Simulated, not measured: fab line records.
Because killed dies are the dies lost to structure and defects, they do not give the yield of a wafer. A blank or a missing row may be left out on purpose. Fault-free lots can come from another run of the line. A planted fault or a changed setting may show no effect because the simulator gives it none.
fab line records | flow n5-finfet
record lots=7 wafers=19 last-day=16
route steps=1938 shown BEOL_M12@1634 BEOL_M15@1830 PASSIVATION@1936
lots that met no fault: taken from a fault-free run of the same line
start-h: hours from the record's opening day to when the first of the lot's shown wafers began | wait-h: hours from the lot's prior step to this one | " unchanged from the row above | L1.1+2: a row that stands for several wafers | - either no value or no given start | * or withheld: withheld | < > ~ a bound
route shown NAME@n: a module of which the file shows steps, and the number in the route of the first | usual: mean and standard deviation over wafers with no fault | same: alike in all rows | chamber/n: place in a boat | sites: per-site readings | _std_site: their standard deviation | _edge_site: the outer-site mean with the inner-site mean subtracted | radius-mm: how far each site lies from the wafer's centre | mask NAME#n: copy n | behind: the most recent tool/chamber to have shaped the wafer | hold: the reason the lot was held/the length of the hold in hours/how it ended | device: which transistor (n, p or np) failed to switch | end of line: tests of these same wafers at the route's end | a step given without rows: its recipe and nothing more | killed: at the first sort, the dies lost to defects and structure; wafer yield is something else | map: a wafer's dies, marking killed ones x, the rest . and places with no die _
set.NAME: the run value of the setting; set.NAME@STEP: its run value at that earlier step | model.NAME: the simulator's own value behind a step, which no gauge read
a sample of lots followed through the steps of the route, with each step as a table and each wafer as a row
services: from which hour (start-h, from the record's first day; less than 0 if before it) a tool's chamber was out of use, for how many hours, and why
## steps
# step N5_BEOL_M12_INSPECT_30
# recipe mode=adi inspect-instrument=macro
# usual raw-defect-count=2.2/1.4
# columns lot.wafer tool chamber start-h wait-h raw-defect-count
L671.4 defect-inspect-02 - 232.17 0.0 5
L671.5 " - " " 5
L671.6 " - " " 1
L677.1 defect-inspect-02 - 279.66 0.0 3
L677.4 " - " " 3
L677.5 " - " " 2
L680.2 defect-inspect-02 - 281.12 0.0 2
L680.3 " - " " 4
L680.5 " - " " 4
L679.1 defect-inspect-02 - 285.10 0.0 2
L679.2 " - " " 5
L679.3 " - " " 1
L681.1 defect-inspect-01 - 300.45 0.0 4
L681.3 " - " " 1
L685.3 defect-inspect-02 - 314.32 0.0 7
L685.4 " - " " 5
L690.1 defect-inspect-02 - 346.23 0.0 2
L690.2 " - " " 4
L690.5 " - " " 3
# step N5_BEOL_M12_ETCH_68
# recipe chemistry=N2/H2 target=SOC mask-material=SiARC source-w=3000 bias-w=350 temp-c=40 time-s=285 ion-energy-ev=200 pressure-mtorr=30 n2-flow-sccm=200 h2-flow-sccm=200
# usual drypump-motor-current-A=5.8/0.4 oes-product-au=0.83/0.089 rf-vpp-V=524.9/2.7 showerhead-plenum-p-Torr=2.58/0.096 throttle-valve-pct=17.65/0.28
# columns lot.wafer tool chamber start-h wait-h drypump-motor-current-A oes-product-au rf-hours-counter-h rf-vpp-V showerhead-plenum-p-Torr throttle-valve-pct
L671.4 rie-diel-03 3 232.47 0.1 5.6 0.90 - 522.4 2.46 17.59
L671.5 " 0 " " 5.8 0.69 - 525.2 2.60 17.41
L671.6 " 1 " " 5.8 0.83 - 524.1 2.60 18.00
L677.1 rie-diel-03 3 279.88 0.1 5.5 0.87 51 521.3 2.46 17.62
L677.4 " 2 " " 5.9 0.92 - 527.4 2.70 17.23
L677.5 " 3 " " 5.5 0.86 - 521.2 2.46 17.61
L680.2 rie-diel-03 1 281.49 0.1 5.7 0.80 74 524.2 2.59 18.01
L680.3 " 0 " " 5.8 1.01 0 526.9 2.60 17.03
L680.5 " 1 " " 5.8 0.80 - 523.4 2.59 18.04
L679.1 rie-diel-05 2 285.32 0.1 5.1 0.84 56 527.1 2.71 17.53
L679.2 " 1 " " 5.6 0.68 246 520.3 2.40 17.79
L679.3 " 0 " " 6.6 0.77 143 528.0 2.66 17.94
L681.1 rie-diel-03 2 300.68 0.1 5.9 0.92 22 527.3 2.69 17.22
L681.3 " 0 " " 5.8 0.94 11 524.9 2.59 17.05
L685.3 rie-diel-03 1 314.54 0.1 5.8 0.78 89 524.6 2.58 18.04
L685.4 " 2 " " 5.9 0.91 27 528.2 2.69 17.24
L690.1 rie-diel-05 1 346.44 0.1 5.6 0.95 5 528.6 2.71 17.46
L690.2 " 3 " " 5.7 0.94 13 522.8 2.49 17.39
L690.5 " 3 " " 5.7 0.95 - 523.4 2.49 17.37
# step N5_BEOL_M12_TRENCH_ETCH_34
# recipe chemistry=C4F8/O2/Ar target=SiOC target-depth-a=3189.5 mask-material=SOC pressure-mtorr=30 source-w=3000 bias-w=700 Ar_flow_sccm=400 C4F8_flow_sccm=15 O2_flow_sccm=8 he-inner-torr=15 he-outer-torr=30 time-s=125.5 ion-energy-ev=250
# usual drypump-motor-current-A=5.8/0.4 oes-product-au=0.83/0.089 rf-vpp-V=667/3.3 showerhead-plenum-p-Torr=3.46/0.12 throttle-valve-pct=24.08/0.24
# columns lot.wafer tool chamber start-h wait-h drypump-motor-current-A oes-product-au rf-hours-counter-h rf-vpp-V showerhead-plenum-p-Torr throttle-valve-pct
L671.4 rie-diel-03 3 232.63 0.1 5.5 0.89 - 662 3.35 24.22
L671.5 " 0 " " 5.8 0.68 - 668 3.51 23.80
L671.6 " 1 " " 5.7 0.83 - 666 3.43 24.14
L677.1 rie-diel-03 3 280.06 0.0 5.5 0.87 51 662 3.34 24.24
L677.4 " 2 " " 5.9 0.92 - 671 3.63 23.85
L677.5 " 3 " " 5.5 0.86 - 665 3.34 24.23
L680.2 rie-diel-03 1 281.67 0.0 5.8 0.81 74 667 3.42 24.19
L680.3 " 0 " " 5.8 0.99 0 667 3.50 23.57
L680.5 " 1 " " 5.8 0.80 - 666 3.42 24.17
L679.1 rie-diel-05 2 285.50 0.0 5.1 0.85 56 671 3.63 23.96
L679.2 " 1 " " 5.6 0.68 246 660 3.23 24.12
L679.3 " 0 " " 6.6 0.78 143 668 3.55 24.30
L681.1 rie-diel-03 2 300.86 0.0 5.9 0.91 22 672 3.63 23.86
L681.3 " 0 " " 5.8 0.94 11 669 3.49 23.58
L685.3 rie-diel-03 1 314.72 0.0 5.8 0.79 89 664 3.41 24.19
L685.4 " 2 " " 5.9 0.90 27 671 3.63 23.88
L690.1 rie-diel-05 1 346.62 0.0 5.6 0.96 5 672 3.62 23.90
L690.2 " 3 " " 5.7 0.95 13 665 3.34 23.83
L690.5 " 3 " " 5.7 0.94 - 663 3.34 23.84
# step N5_BEOL_M12_OCD_MEAS_35
# usual trench-depth-nm=318/4.7
# columns lot.wafer tool chamber start-h wait-h trench-depth-nm
L671.4 ocd-02 - 232.73 0.0 317
L671.5 " - " " 307
L671.6 " - " " 314
L677.1 ocd-02 - 280.21 0.0 323
L677.4 " - " " 322
L677.5 " - " " 321
L680.2 ocd-01 - 281.83 0.0 320
L680.3 " - " " 284
L680.5 " - " " 285
L679.1 ocd-01 - 285.65 0.0 322
L679.2 " - " " 317
L679.3 " - " " 320
L681.1 ocd-01 - 301.02 0.0 317
L681.3 " - " " 283
L685.3 ocd-02 - 314.88 0.0 283
L685.4 " - " " 318
L690.1 ocd-01 - 346.78 0.0 319
L690.2 " - " " 325
L690.5 " - " " 323
# step N5_BEOL_M12_PRE_CLEAN_42
# recipe gas=H2/He time-s=30 temp-c=250
# usual heater-power-w=331/46 susceptor-temp-C=250.00/0.18
# columns lot.wafer tool chamber start-h wait-h heater-power-w susceptor-temp-C
L671.4 pvd-sputter-01 - 233.61 0.0 299 249.88
L671.5 " - " " 291 249.72
L671.6 " - " " 316 249.87
L677.1 pvd-sputter-02 - 281.42 0.0 421 249.80
L677.4 " - " " 251 249.89
L677.5 " - " " 237 249.88
L680.2 pvd-sputter-01 - 285.79 0.0 350 249.92
L680.3 " - " " 295 249.97
L680.5 " - " " 323 249.77
L679.1 pvd-sputter-01 - 291.07 0.0 345 250.38
L679.2 " - " " 340 250.16
L679.3 " - " " 333 250.04
L681.1 pvd-sputter-02 - 302.06 0.0 424 249.85
L681.3 " - " " 416 249.69
L685.3 pvd-sputter-01 - 324.75 0.0 293 249.90
L685.4 " - " " 299 249.96
L690.1 pvd-sputter-03 - 347.32 0.0 295 250.20
L690.2 " - " " 306 249.71
L690.5 " - " " 280 249.75
# step N5_BEOL_M12_THK_MEAS_50
# recipe thk-meas-gauge=xrf reads=Cu_of_BEOL_M12_ECD_47
# usual M12_THK=325/5.9
# columns lot.wafer tool chamber start-h wait-h M12_THK[nm]
L671.4 film-metro-01 - 234.78 - 326
L671.5 " - " " 316
L671.6 " - " " 323
L677.1 film-metro-01 - 282.51 - 333
L677.4 " - " " 334
L677.5 " - " " 334
L680.2 film-metro-01 - 286.84 - 325
L680.3 " - " " 290
L680.5 " - " " 290
L679.1 film-metro-01 - 292.21 - 330
L679.2 " - " " 326
L679.3 " - " " 328
L681.1 film-metro-01 - 303.11 - 327
L681.3 " - " " 291
L685.3 film-metro-01 - 325.82 - 292
L685.4 " - " " 330
L690.1 film-metro-02 - 348.42 - 322
L690.2 " - " " 329
L690.5 " - " " 324
# step N5_BEOL_M12_RS_MEAS_54
# recipe thk-meas-gauge=four-point-probe reads=Cu_of_BEOL_M12_ECD_47+Ta_of_BEOL_M12_SPUTTER_44+TaN_of_BEOL_M12_SPUTTER_43
# usual M12_RS=0.0601/0.00094
# columns lot.wafer tool chamber start-h wait-h M12_RS[ohm/sq]
L671.4 film-metro-01 - 234.90 0.0 0.0606
L671.5 " - " " 0.0624
L671.6 " - " " 0.0610
L677.1 film-metro-01 - 282.63 0.0 0.0596
L677.4 " - " " 0.0598
L677.5 " - " " 0.0597
L680.2 film-metro-02 - 286.97 0.0 0.0598
L680.3 " - " " 0.0677
L680.5 " - " " 0.0674
L679.1 film-metro-02 - 292.33 0.0 0.0592
L679.2 " - " " 0.0601
L679.3 " - " " 0.0595
L681.1 film-metro-01 - 303.27 0.1 0.0603
L681.3 " - " " 0.0680
L685.3 film-metro-01 - 325.95 0.0 0.0681
L685.4 " - " " 0.0598
L690.1 film-metro-02 - 348.54 0.0 0.0599
L690.2 " - " " 0.0584
L690.5 " - " " 0.0591
# step N5_BEOL_M15_RC_MEAS_101
# usual COMB_M10=1.46e-11/2.9e-12 COMB_M11=1.4e-11/3e-12 COMB_M12=6e-12/1.4e-12 COMB_M13=4.7e-12/8.5e-13 COMB_M14=3.6e-12/8.5e-13 COMB_M15=2.4e-12/6e-13 COMB_M5=3.5e-11/7.2e-12 COMB_M6=2.4e-11/5.1e-12 COMB_M7=2.5e-11/5.5e-12 COMB_M8=2.5e-11/5.3e-12 COMB_M9=1.5e-11/3e-12 SERP_M10=3.05/0.085 SERP_M11=3.08/0.11 SERP_M12=0.636/0.017 SERP_M12_max_site=0.648/0.018 SERP_M13=0.312/0.0047 SERP_M13_max_site=0.316/0.005 SERP_M14=0.160/0.0043 SERP_M5=38.0/1.7 SERP_M6=13.6/0.6 SERP_M7=13.9/0.61 SERP_M8=13.8/0.6 SERP_M9=3.07/0.093
# columns lot.wafer tool chamber start-h wait-h COMB_M10[S/m] COMB_M11[S/m] COMB_M12[S/m] COMB_M13[S/m] COMB_M14[S/m] COMB_M15[S/m] COMB_M5[S/m] COMB_M6[S/m] COMB_M7[S/m] COMB_M8[S/m] COMB_M9[S/m] SERP_M10[ohm/um] SERP_M11[ohm/um] SERP_M12[ohm/um] SERP_M12_max_site[ohm/um] SERP_M13[ohm/um] SERP_M13_max_site[ohm/um] SERP_M14[ohm/um] SERP_M5[ohm/um] SERP_M6[ohm/um] SERP_M7[ohm/um] SERP_M8[ohm/um] SERP_M9[ohm/um]
L671.4 prober-01 0 251.54 0.5 1.59e-11 1.5e-11 7.1e-12 4.1e-12 2.3e-12 2.1e-12 3.8e-11 1.5e-11 2e-11 2.9e-11 1.9e-11 2.94 3.13 0.655 0.683 0.307 0.310 0.166 41.1 13.6 14.2 13.8 3.09
L671.5 " 0 " " 1.28e-11 1.2e-11 7.3e-12 4.5e-12 3.6e-12 2.3e-12 4.6e-11 2.3e-11 2.2e-11 2.5e-11 1e-11 2.99 3.14 0.658 0.672 0.318 0.321 0.167 36.7 14.7 13.1 13.4 3.22
L671.6 " 0 " " 1.57e-11 1.5e-11 6.7e-12 5.6e-12 4.9e-12 1.7e-12 3.6e-11 2.2e-11 2.2e-11 2.7e-11 1e-11 3.13 3.05 0.638 0.652 0.311 0.315 0.162 39.3 14.3 14.2 14.5 3.09
L677.1 prober-02 0 304.32 0.0 1.55e-11 1.9e-11 6.8e-12 4.4e-12 3.9e-12 1.3e-12 3.5e-11 2e-11 2.8e-11 3.1e-11 1e-11 3.04 2.96 0.632 0.648 0.318 0.322 0.160 36.8 13.6 12.8 13.8 3.05
L677.4 " 0 " " 1.35e-11 1.3e-11 5.3e-12 6.4e-12 4e-12 2.9e-12 2.7e-11 3e-11 2.2e-11 2.9e-11 1.6e-11 3.06 3.16 0.627 0.638 0.314 0.319 0.168 36.7 13.8 13.1 13.2 3.02
L677.5 " 0 " " 1.26e-11 1.2e-11 6e-12 5.9e-12 3.5e-12 2.4e-12 4.3e-11 2.9e-11 2e-11 3.7e-11 1.2e-11 3.09 3.18 0.645 0.650 0.319 0.321 0.157 36.2 13.8 13.2 13.2 3.03
L680.2 prober-01 0 305.12 0.2 1.59e-11 1.5e-11 6.9e-12 4.3e-12 3e-12 2.7e-12 5e-11 1.6e-11 1.8e-11 3.1e-11 1.1e-11 2.94 3.09 0.634 0.646 0.314 0.318 0.163 37.8 13.9 14.9 13.6 3.16
L680.3 " 0 " " 1.33e-11 2.3e-11 5.6e-12 3.9e-12 3.2e-12 2.1e-12 3.2e-11 2.1e-11 1.6e-11 3.6e-11 1e-11 3.09 3.02 0.714 0.733 0.307 0.311 0.161 37.2 13.8 14.8 14.1 2.97
L680.5 " 0 " " 1.19e-11 1.9e-11 5.1e-12 5.5e-12 3.7e-12 2.3e-12 3.6e-11 1.9e-11 2.3e-11 3.7e-11 1e-11 2.86 3.04 0.718 0.739 0.317 0.319 0.161 37.8 13.0 13.5 14.3 2.96
L679.1 prober-01 0 310.54 0.0 1.45e-11 1.1e-11 8.1e-12 4.5e-12 4.3e-12 2e-12 4.9e-11 2.6e-11 2.3e-11 2.7e-11 1.4e-11 3.09 2.90 0.628 0.651 0.314 0.319 0.156 37.6 13.7 12.9 14.3 2.97
L679.2 " 0 " " 9.2e-12 1.2e-11 9.8e-12 5e-12 4.6e-12 3.8e-12 3.6e-11 2.3e-11 2.5e-11 2.5e-11 1.9e-11 3.10 2.95 0.645 0.659 0.306 0.308 0.158 39.1 13.5 13.2 14.9 3.07
L679.3 " 0 " " 1.42e-11 1e-11 6.5e-12 5.3e-12 3.3e-12 2.8e-12 2.4e-11 2.2e-11 2.6e-11 2.4e-11 1.4e-11 3.10 2.93 0.641 0.659 0.319 0.323 0.169 36.2 12.7 13.8 15.3 3.19
L681.1 prober-02 0 325.46 0.0 1.54e-11 1.5e-11 6e-12 4.5e-12 3.2e-12 2.3e-12 5.1e-11 2.7e-11 2.5e-11 2.4e-11 1.2e-11 3.02 3.27 0.636 0.651 0.313 0.316 0.154 39.4 13.5 13.6 13.5 3.16
L681.3 " 0 " " 1.2e-11 1.2e-11 6.2e-12 5.7e-12 3.6e-12 2.6e-12 3.7e-11 2.7e-11 2e-11 2.3e-11 1.3e-11 3.15 3.12 0.698 0.714 0.320 0.323 0.167 37.5 14.0 13.5 13.1 3.13
L685.3 prober-02 0 344.39 0.3 1.22e-11 1.8e-11 6.8e-12 4.9e-12 2.2e-12 2.9e-12 3.5e-11 2.5e-11 2.7e-11 2.8e-11 1.2e-11 3.06 3.00 0.722 0.730 0.318 0.322 0.159 39.4 13.4 13.3 13.4 3.16
L685.4 " 0 " " 1.67e-11 1.3e-11 6.4e-12 3.9e-12 4.3e-12 2.2e-12 3e-11 2.3e-11 2.1e-11 1.6e-11 1.2e-11 3.05 3.31 0.620 0.625 0.307 0.312 0.158 40.3 13.3 14.4 13.6 3.07
L690.1 prober-02 0 369.46 0.0 1.45e-11 1.6e-11 7.3e-12 5.8e-12 4.7e-12 2.6e-12 2.8e-11 3e-11 3.6e-11 1.9e-11 1.7e-11 3.22 2.98 0.619 0.632 0.303 0.306 0.162 36.2 12.6 13.3 13.6 3.08
L690.2 " 0 " " 1.01e-11 1.7e-11 4.1e-12 3.5e-12 2.2e-12 2.6e-12 3e-11 2.3e-11 2e-11 2e-11 2.2e-11 2.87 3.02 0.621 0.632 0.310 0.312 0.153 36.1 13.4 13.2 13.2 3.28
L690.5 " 0 " " 1.3e-11 1.5e-11 3.9e-12 4.2e-12 3.3e-12 2.2e-12 2.9e-11 3.5e-11 2.6e-11 2.2e-11 1.2e-11 3.11 2.99 0.629 0.647 0.310 0.312 0.153 35.4 12.5 13.1 12.6 2.99
# sites SERP_M12 radius-mm=0,75,75,75,75,140,140,140,140
L671.4 0.655 0.654 0.658 0.653 0.650 0.648 0.683 0.664 0.664
L677.1 0.632 0.631 0.620 0.621 0.626 0.643 0.632 0.632 0.648
L680.2 0.622 0.634 0.625 0.646 0.630 0.639 0.641 0.638 0.627
L679.1 0.605 0.619 0.622 0.618 0.635 0.651 0.628 0.628 0.646
L681.1 0.632 0.635 0.641 0.638 0.636 0.636 0.636 0.651 0.632
L685.3 0.703 0.728 0.717 0.721 0.724 0.722 0.730 0.729 0.720
L690.1 0.620 0.614 0.631 0.632 0.626 0.615 0.619 0.616 0.612
# step N5_PASSIVATION_PROBE_49
# usual defect-limited-yield=91.4/1.5 killed_at_M0_to_M3=35/11 killed_at_M4_up=16/7 killed-at-contacts=11/5.3 killed-at-front-end=37/11 killed-at-other=3.1/2.8 killed-dies=102/18 killed-open=69/15 killed-short=31/7.8 sort_bin_5_function=5.1/1.1 sort_bin_6_memory=3.2/0.69 sort-n-pass=1078/18 sort-yield-pct=91.4/1.5
# same gross-dies=1180 killed-at-back-side=0 sort_bin_4_leakage[%]=0 sort_bin_8_speed[%]=0
# columns lot.wafer tool chamber start-h wait-h defect-limited-yield[%] killed_at_M0_to_M3 killed_at_M4_up killed-at-contacts killed-at-front-end killed-at-other killed-dies killed-open killed-short sort_bin_5_function[%] sort_bin_6_memory[%] sort-n-pass sort-yield-pct[%]
L677.1 prober-02 - 318.08 0.0 93.4 33 7 7 31 0 78 55 22 4.1 2.4 1102 93.4
L677.4 prober-02 - 318.23 0.2 94.0 34 6 8 23 0 71 39 32 3.7 2.0 1109 94.0
L677.5 prober-02 - 318.28 0.2 92.4 27 4 17 40 2 90 58 27 4.3 2.5 1090 92.4
L680.2 prober-01 - 318.90 0.1 93.3 14 22 13 30 0 79 55 20 3.7 2.9 1101 93.3
L680.3 prober-01 - 318.95 0.1 91.9 25 18 17 31 4 95 60 32 4.2 3.7 1085 91.9
L680.5 prober-01 - 319.05 0.2 92.0 33 10 15 34 2 94 65 25 4.7 3.1 1086 92.0
L679.1 prober-01 - 330.00 0.0 91.6 28 15 24 24 8 99 75 20 4.7 3.6 1081 91.6
L679.2 prober-01 - 330.05 0.1 91.4 38 12 19 28 5 102 75 26 5.2 3.5 1078 91.4
L679.3 prober-01 - 330.10 0.1 91.9 29 21 11 32 3 96 59 30 4.5 3.4 1084 91.9
L681.1 prober-01 - 337.50 0.0 91.1 38 12 21 30 4 105 66 39 4.7 3.8 1075 91.1
L681.3 prober-01 - 337.60 0.1 91.2 34 28 9 27 6 104 82 20 5.1 3.3 1076 91.2
L685.3 prober-01 - 356.70 0.1 90.7 52 19 7 29 3 110 65 42 6.3 2.9 1070 90.7
L685.4 prober-01 - 356.75 0.2 93.1 29 13 11 27 1 81 55 24 3.6 3.1 1099 93.1
L690.1 prober-02 - 382.42 0.0 89.9 37 18 11 51 2 119 83 36 5.8 4.2 1061 89.9
L690.2 prober-02 - 382.47 0.1 90.0 33 12 33 40 0 118 77 41 7.3 2.5 1062 90.0
L690.5 prober-02 - 382.62 0.2 89.3 18 13 14 77 4 126 88 35 6.1 4.2 1054 89.3
# killed by level:class
L677.1 STI_FIN_REVEAL:geometric-particle:open=9 MOL_CONTACT_COAG:geometric-particle:open=7 BEOL_M0_SAQP:geometric-particle:short=7 BEOL_M0_SAQP:geometric-particle:open=7 BEOL_M2:geometric-particle:open=6 FIN_SAQP:geometric-particle:short=5 BEOL_M3:geometric-particle:open=5 BEOL_M1:geometric-particle:open=4
L677.4 BEOL_M0_SAQP:geometric-particle:short=8 BEOL_M2:geometric-particle:open=7 FIN_SAQP:geometric-particle:short=6 MOL_CONTACT_COAG:geometric-particle:open=6 DUMMY_GATE:geometric-particle:open=4 BEOL_M1:geometric-particle:open=4 BEOL_M0_SAQP:geometric-particle:open=3 BEOL_M6:geometric-particle:open=3
L677.5 MOL_CONTACT_COAG:geometric-particle:open=13 STI_FIN_REVEAL:geometric-particle:open=12 DUMMY_GATE:geometric-particle:open=8 BEOL_M0_SAQP:geometric-particle:short=8 FIN_SAQP:geometric-particle:open=5 BEOL_M1:geometric-particle:open=5 HKMG_FIN:area-etch=5 BEOL_M2:geometric-particle:open=4
L680.2 STI_FIN_REVEAL:geometric-particle:open=10 MOL_CONTACT_COAG:geometric-particle:open=10 BEOL_M4:geometric-particle:short=8 BEOL_M4:geometric-particle:open=6 DUMMY_GATE:geometric-particle:open=5 BEOL_M0_SAQP:geometric-particle:open=5 BEOL_M5:geometric-particle:open=5 GATE_CUT:geometric-particle:open=4
L680.3 MOL_CONTACT_COAG:geometric-particle:open=14 BEOL_M4:geometric-particle:open=8 BEOL_M0_SAQP:geometric-particle:short=7 FIN_SAQP:geometric-particle:open=6 BEOL_M1:geometric-particle:open=5 STI_FIN_REVEAL:geometric-particle:open=4 ILD0:geometric-particle:open=4 BEOL_M2:geometric-particle:open=4
L680.5 MOL_CONTACT_COAG:geometric-particle:open=11 STI_FIN_REVEAL:geometric-particle:open=9 BEOL_M1:geometric-particle:open=8 BEOL_M2:geometric-particle:open=8 GATE_CUT:geometric-particle:open=7 GATE_CUT:geometric-particle:short=5 FIN_SAQP:geometric-particle:open=4 BEOL_M0_SAQP:geometric-particle:open=4
L679.1 MOL_CONTACT_COAG:geometric-particle:open=18 BEOL_M2:geometric-particle:open=14 BEOL_M4:geometric-particle:open=12 BEOL_M3:geometric-particle:open=7 MOL_CONTACT_COAG:geometric-particle:short=6 FIN_SAQP:geometric-particle:open=5 STI_FIN_REVEAL:geometric-particle:open=4 STARTING-WAFER:geometric-particle:open=4
L679.2 MOL_CONTACT_COAG:geometric-particle:open=12 BEOL_M2:geometric-particle:open=12 STI_FIN_REVEAL:geometric-particle:open=11 MOL_CONTACT_COAG:geometric-particle:short=7 BEOL_M1:geometric-particle:open=7 BEOL_M0_SAQP:geometric-particle:short=6 GATE_CUT:geometric-particle:open=5 BEOL_M4:geometric-particle:open=5
L679.3 BEOL_M2:geometric-particle:open=10 BEOL_M4:geometric-particle:open=8 MOL_CONTACT_COAG:geometric-particle:open=6 MOL_CONTACT_COAG:geometric-particle:short=5 BEOL_M1:geometric-particle:open=4 STARTING-WAFER:geometric-particle:open=4 DUMMY_GATE:geometric-particle:open=3 GATE_CUT:geometric-particle:short=3
L681.1 MOL_CONTACT_COAG:geometric-particle:open=16 BEOL_M3:geometric-particle:open=9 FIN_SAQP:geometric-particle:short=8 BEOL_M1:geometric-particle:open=7 BEOL_M1:geometric-particle:short=7 BEOL_M4:geometric-particle:open=6 FIN_SAQP:geometric-particle:open=5 GATE_CUT:geometric-particle:short=5
L681.3 BEOL_M4:geometric-particle:open=15 BEOL_M3:geometric-particle:open=9 STI_FIN_REVEAL:geometric-particle:open=8 MOL_CONTACT_COAG:geometric-particle:open=8 BEOL_M2:geometric-particle:open=8 BEOL_M1:geometric-particle:open=6 BEOL_M6:geometric-particle:open=4 FIN_SAQP:geometric-particle:short=3
L685.3 BEOL_M0_SAQP:geometric-particle:short=19 BEOL_M0_SAQP:geometric-particle:open=13 BEOL_M1:geometric-particle:open=11 BEOL_M4:geometric-particle:open=9 STI_FIN_REVEAL:geometric-particle:open=6 MOL_CONTACT_COAG:geometric-particle:open=6 FIN_SAQP:geometric-particle:short=5 BEOL_M2:geometric-particle:open=5
L685.4 STI_FIN_REVEAL:geometric-particle:open=13 BEOL_M1:geometric-particle:open=9 MOL_CONTACT_COAG:geometric-particle:open=6 BEOL_M0_SAQP:geometric-particle:short=6 GATE_CUT:geometric-particle:open=5 BEOL_M0_SAQP:geometric-particle:open=5 MOL_CONTACT_COAG:geometric-particle:short=5 BEOL_M4:geometric-particle:open=4
L690.1 STI_FIN_REVEAL:geometric-particle:open=18 MOL_CONTACT_COAG:geometric-particle:open=10 BEOL_M1:geometric-particle:open=10 BEOL_M4:geometric-particle:open=9 FIN_SAQP:geometric-particle:short=8 BEOL_M3:geometric-particle:open=8 FIN_SAQP:geometric-particle:open=6 BEOL_M0_SAQP:geometric-particle:short=5
L690.2 MOL_CONTACT_COAG:geometric-particle:open=25 STI_FIN_REVEAL:geometric-particle:open=16 MOL_CONTACT_COAG:geometric-particle:short=8 BEOL_M1:geometric-particle:open=7 FIN_SAQP:geometric-particle:short=6 BEOL_M0_SAQP:geometric-particle:short=6 STI_FIN_REVEAL:geometric-particle:short=5 BEOL_M0:geometric-particle:open=4
L690.5 STI_FIN_REVEAL:geometric-particle:open=24 DUMMY_GATE:geometric-particle:open=13 MOL_CONTACT_COAG:geometric-particle:open=12 FIN_SAQP:geometric-particle:open=11 STI_FIN_REVEAL:geometric-particle:short=11 BEOL_M1:geometric-particle:open=6 FIN_SAQP:geometric-particle:short=5 BEOL_M4:geometric-particle:open=5
## services
# columns tool chamber start-h hours kind
rie-diel-03 3 214.28 5.1 repair
rie-diel-03 2 219.44 - clean
rie-diel-03 2 219.44 - consumable-replace:focus-ring
rie-diel-03 2 219.44 - consumable-replace:showerhead
rie-diel-03 2 219.44 15.1 scheduled-down
rie-diel-03 2 219.44 15.1 vent-cycle
rie-diel-03 3 248.74 6.3 repair
rie-diel-05 3 256.33 3.1 repair
rie-diel-03 2 262.22 1.6 repair
rie-diel-03 0 267.43 - clean
rie-diel-03 0 267.43 - consumable-replace:focus-ring
rie-diel-03 0 267.43 13.4 scheduled-down
rie-diel-03 0 267.43 13.4 vent-cycle
rie-diel-05 3 283.27 - clean
rie-diel-05 3 283.27 - consumable-replace:focus-ring
rie-diel-05 3 283.27 22.0 scheduled-down
rie-diel-05 3 283.27 22.0 vent-cycle
rie-diel-03 2 283.29 16.3 repair
rie-diel-05 2 309.40 3.4 repair
pvd-sputter-03 - 313.96 11.4 repair
rie-diel-05 3 320.86 5.4 repair
pvd-sputter-01 - 331.34 3.0 repair
pvd-sputter-01 - 337.39 1.7 repair
rie-diel-03 1 344.53 6.7 repair
## key
first-sign step=N5_BEOL_M12_OCD_MEAS_35 reading=trench-depth-nm direction=down sigmas=7.3 usual=318 struck=284
effect step=N5_BEOL_M12_THK_MEAS_50 reading=M12_THK direction=down sigmas=5.9 usual=325 struck=291
effect step=N5_BEOL_M12_RS_MEAS_54 reading=M12_RS direction=up sigmas=8.2 usual=0.0601 struck=0.0678
effect step=N5_BEOL_M15_RC_MEAS_101 reading=SERP_M12 direction=up sigmas=4.5 usual=0.636 struck=0.713
met-at N5_BEOL_M12_TRENCH_ETCH_34
struck-lots L680,L681,L685
struck-wafers L680.3,L680.5,L681.3,L685.3
not-acting-at N5_BEOL_M12_INSPECT_30,N5_BEOL_M12_ETCH_68,N5_BEOL_M12_PRE_CLEAN_42
onset-between 280.06 281.67
fault kind=process-parameter-drift tool=rie-diel-03 chamber=- onset-h=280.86 steps=N5_BEOL_M12_TRENCH_ETCH_34 channel=time-s offset=* shape=step end-h=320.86 scope=struck-wafers-only acts-in=* stated=*
